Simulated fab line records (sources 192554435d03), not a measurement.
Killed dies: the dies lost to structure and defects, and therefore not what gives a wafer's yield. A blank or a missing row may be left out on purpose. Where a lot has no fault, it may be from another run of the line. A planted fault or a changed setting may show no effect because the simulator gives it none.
Comparing a struck lot with a sound one -- flow n5 finfet -- 16 steps out of a route of 1938
Sound: these wafers, L485.1, L485.5, L485.6. Struck: wafers L474.3, L474.4 (left out: L474.5, a lot-mate that was not struck); the cause follows at the end.
Order at every step that has rows: each side's tool, ch and its chambers, its first start. Under that, the readings that differ: sound wafers -- struck wafers -- difference of the means -- sigmas: that difference in standard deviations of wafers without a fault.
alike: readings with means less than 2 such deviations apart, plus words and numbers identical on both sides. not compared: withheld readings, readings lacking a value on some wafer, bounds such as >300 that could conceal the same value, and numbers that have no deviation in the record and whose values overlap.
A row with sigmas, a row that says differs or no value, or rows on one side alone: a step with any of these is where the two part. When numbers do not overlap yet have no deviation, they are printed without sigmas and do not part them. Lack of a reading on every wafer of one side parts them only where that side has two or more wafers.

first, 1 step without rows for these wafers: N5_BEOL_M4_DEVELOP_27 (develop time 30 s).
N5_BEOL_M4_CD_MEAS_28: target cd 26.2 nm, target cd y 24.1 nm.
  sound on cd sem-01 ch 0, day 11 20:29; struck on cd sem-01 ch 0, day 9 06:38
  alike: cd nm
N5_BEOL_M4_OVL_MEAS_29:
  sound on overlay-01 ch 0, day 11 20:31; struck on overlay-02 ch 0, day 9 06:41
reading,sound,struck,difference,sigmas
V3_OVL (nm),-0.1 -0.8 -0.3,0.4 1.5,+1.4,+2
N5_BEOL_M4_INSPECT_30: inspects for defects (brightfield).
  sound on defect inspect-02, day 11 20:34; struck on defect inspect-01, day 9 06:44
  alike: raw defect count
N5_BEOL_M4_DESCUM_33: chemistry O2, time 7 s.
  sound on rie diel-01 ch 0,1, day 11 20:37; struck on rie diel-05 ch 0,1, day 9 06:49
  alike: drypump motor current A, oes product au, rf fwd power W, rf vpp V, showerhead plenum p Torr, throttle valve pct
  not compared: rf hours counter h
then, 1 step without rows for these wafers: N5_BEOL_M4_ETCH_77 (etches underlayer in N2/H2, target depth 6.5 nm, time 5.2 s).
N5_BEOL_M4_ETCH_69: etches SiARC in CF4, target depth 15.6 nm, time 26 s.
  sound on rie diel-01 ch 0,1, day 11 20:40; struck on rie diel-05 ch 0,1, day 9 06:52
reading,sound,struck,difference,sigmas
rf fwd power W (W),529.4 527.7 529.7,535.7 534.9,+6.4,+4
  alike: drypump motor current A, etch rf on time s, oes product au, rf vpp V, showerhead plenum p Torr, throttle valve pct
  not compared: rf hours counter h
N5_BEOL_M4_ALD_98: deposits SiO2, target thk 2.5 nm, pulse time 1 s, co reactant pulse time 1 s.
  sound on ald sin-02 ch 2,3, day 11 21:11; struck on ald sin-03 ch 0,1, day 9 06:57
  alike: heater power w, precursor pulse height rel
N5_BEOL_M4_ETCHBACK_99: etches SiO2 in CHF3, target depth 5 nm, time 10.4 s.
  sound on rie diel-05 ch 0,2,3, day 12 00:56; struck on rie diel-01 ch 1,3, day 9 08:35
  alike: CHF3_flow_sccm, drypump motor current A, oes_f_703_au, oes product au, rf fwd power W, rf vpp V, showerhead plenum p Torr, throttle valve pct
  not compared: rf hours counter h
N5_BEOL_M4_ETCH_70: etches SOC in N2/H2, target depth 80 nm, overetch 24 nm, time 130 s.
  sound on rie diel-05 ch 0,2,3, day 12 00:59; struck on rie diel-01 ch 1,3, day 9 08:38
  alike: drypump motor current A, n2 flow sccm, oes product au, rf fwd power W, rf vpp V, showerhead plenum p Torr, throttle valve pct
  not compared: rf hours counter h
then, 2 steps without rows for these wafers: N5_BEOL_M4_STRIP_71 (strips in N2/H2); N5_BEOL_M4_STRIP_78 (strips in N2/H2).
N5_BEOL_M4_VIA_ETCH_34: etches the open film in C4F6/O2, target depth 69.4 nm, time 65.9 s.
  sound on rie diel-05 ch 0,2,3, day 12 01:05; struck on rie diel-01 ch 1,3, day 9 08:44
reading,sound,struck,difference,sigmas
oes product au (a.u.),0.70 0.92 0.70,1.10 1.08,+0.32,+3
model.etch.depth nm (nm),69.36 71.22 68.69,92.24 95.96,+24.34,
model.SOC_of_BEOL_M4_COAT_67.thk nm (nm),51.8 51.8 52,49 48.4,-3,
  alike: drypump motor current A, oes_f_703_au, rf fwd power W, rf vpp V, showerhead plenum p Torr, throttle valve pct
  not compared: rf hours counter h
then, 1 step without rows for these wafers: N5_BEOL_M4_STRIP_83 (strips in C4F6/O2).
N5_BEOL_M4_RC_MEAS_101:
  sound on prober-01 ch 0, day 12 05:32; struck on prober-01 ch 0, day 9 13:31
  alike: DIBL_N, DIBL_P, IOFF_N, IOFF_P, ION_N, ION_P, SS_N, SS_P, VT_N, VT_P
-- a jump in the record: the struck wafers' starts before and after are 4 days apart (it breaks off in module BEOL_M4 and resumes in module PASSIVATION, where the first step shown is number 1936 of the route) --
N5_PASSIVATION_PROBE_49:
  rows exist in the record for the struck wafers here (prober-01, day 13 17:46), but not for the sound ones

## WHERE THEY PART
At N5_BEOL_M4_OVL_MEAS_29 first; at N5_PASSIVATION_PROBE_49 last (within this record only).

WHY: whatever the simulator had introduced
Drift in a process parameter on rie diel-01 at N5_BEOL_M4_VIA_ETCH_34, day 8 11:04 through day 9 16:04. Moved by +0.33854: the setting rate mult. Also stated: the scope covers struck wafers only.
